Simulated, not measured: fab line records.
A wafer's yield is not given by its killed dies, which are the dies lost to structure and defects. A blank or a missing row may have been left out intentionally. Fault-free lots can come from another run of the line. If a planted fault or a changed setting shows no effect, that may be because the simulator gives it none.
Struck lot and sound lot, side by side    flow nand-harc    18 out of 1302 route steps
Sound: wafers L840.2, L840.3, L840.6. Wafers L843.1, L843.3, L843.4 were the ones struck. At the end, the cause is stated.
Each step with rows lists, per side, the tool, then ch with its chambers, then its first start. Under that, the readings that differ: sound wafers    struck wafers    difference of the means    sigmas: that difference in standard deviations of wafers without a fault.
alike: words and numbers the same on both sides, and readings whose means are apart by under 2 such deviations; not compared: readings that were withheld, readings missing a value for some wafer, numbers with overlapping values and no deviation given by the record, and bounds like >300 which may hide the same value.
The two part at a step that has a row with sigmas, a row that says differs or no value, or rows on one side only. Numbers that have no deviation but don't overlap get no sigmas and don't part them. A reading missing from all wafers of one side parts the sides only when that side holds two or more wafers.

NHARC_P_GATE_ALD_36: deposits SiNx, target thk 20 nm, pulse time 60 s, ald cycles 223.
  sound on ald-sin-01 ch 0,3, day 5 03:41; struck on ald-sin-04 ch 0,2,3, day 6 03:36
  alike: heater-power-w, precursor-pulse-height-rel
NHARC_P_GATE_ETCHBACK_37: etches the open film in CHF3/O2, target depth 34.5 nm, time 17.2 s.
  sound: rie-diel-09 ch 0,2,3; struck: rie-diel-09 ch 0,1,2
reading                sound              struck             difference  sigmas
oes-product-au (a.u.)  0.989 0.985 0.986  0.932 0.931 0.938  -0.053      -2
  alike: drypump-motor-current-A, rf-vpp-V, showerhead-plenum-p-Torr, throttle-valve-pct
  not compared: rf-hours-counter-h
NHARC_P_GATE_STRIP_101: strips in O2, time 20 s.
  sound on rie-diel-09 ch 0,2,3, day 5 12:12; struck on rie-diel-09 ch 0,2,3, day 6 13:09
reading                sound              struck             difference  sigmas
oes-product-au (a.u.)  0.984 0.987 0.992  1.016 1.005 1.003  +0.020      +2
  alike: drypump-motor-current-A, rf-vpp-V, showerhead-plenum-p-Torr, throttle-valve-pct
  not compared: rf-hours-counter-h
then, 9 steps without rows for these wafers: NHARC_P_GATE_PRECLEAN_97 (cleans in SPM, time 600 s); NHARC_P_GATE_SRD_98; NHARC_P_GATE_PRECLEAN_99 (cleans in SC1); NHARC_P_GATE_SRD_100; NHARC_P_GATE_DEHYDRATE_38 (time 120 s); NHARC_P_GATE_HMDS_39 (time 30 s); NHARC_P_GATE_COAT_40; NHARC_P_GATE_SOFTBAKE_41 (time 95 s); NHARC_P_GATE_EBR_42.
NHARC_P_GATE_EXPOSE_43: exposes mask P NSD, target cd 720 nm.
  sound on krf-scanner-01 ch 0, day 5 12:51; struck on krf-scanner-01 ch 0, day 6 13:55
reading  sound                    struck                   difference  sigmas
mask     P_NSD#0 P_NSD#0 P_NSD#0  P_PSD#0 P_PSD#0 P_PSD#0  differs     
  alike: exposure-dose-mJ-cm2
then, 2 steps without rows for these wafers: NHARC_P_GATE_PEB_44 (peb time 85 s); NHARC_P_GATE_DEVELOP_45 (time 70 s).
NHARC_P_GATE_CD_MEAS_46: target cd 720 nm.
  sound on cd-sem-02 ch 0, day 5 13:00; struck on cd-sem-03 ch 0, day 6 14:05
reading     sound              struck  difference                     sigmas
cd-nm (nm)  721.6 718.3 720.0  - - -   no value on the struck wafers  
then, 1 step without rows for these wafers: NHARC_P_GATE_HARDBAKE_47 (time 80 s).
-- jump in the record: it breaks off in module P_GATE and resumes in module END (first step shown: number 1302 of the route), and 19 days separate the struck wafers' starts before and after --
NHARC_END_SORT_01:
  the record has rows for the struck wafers here (prober-02 ch 0, day 26 00:19) and none for the sound ones

## WHERE THEY PART
First at NHARC_P_GATE_ETCHBACK_37; last, within this record, at NHARC_END_SORT_01.

WHY: what had been put in by the simulator
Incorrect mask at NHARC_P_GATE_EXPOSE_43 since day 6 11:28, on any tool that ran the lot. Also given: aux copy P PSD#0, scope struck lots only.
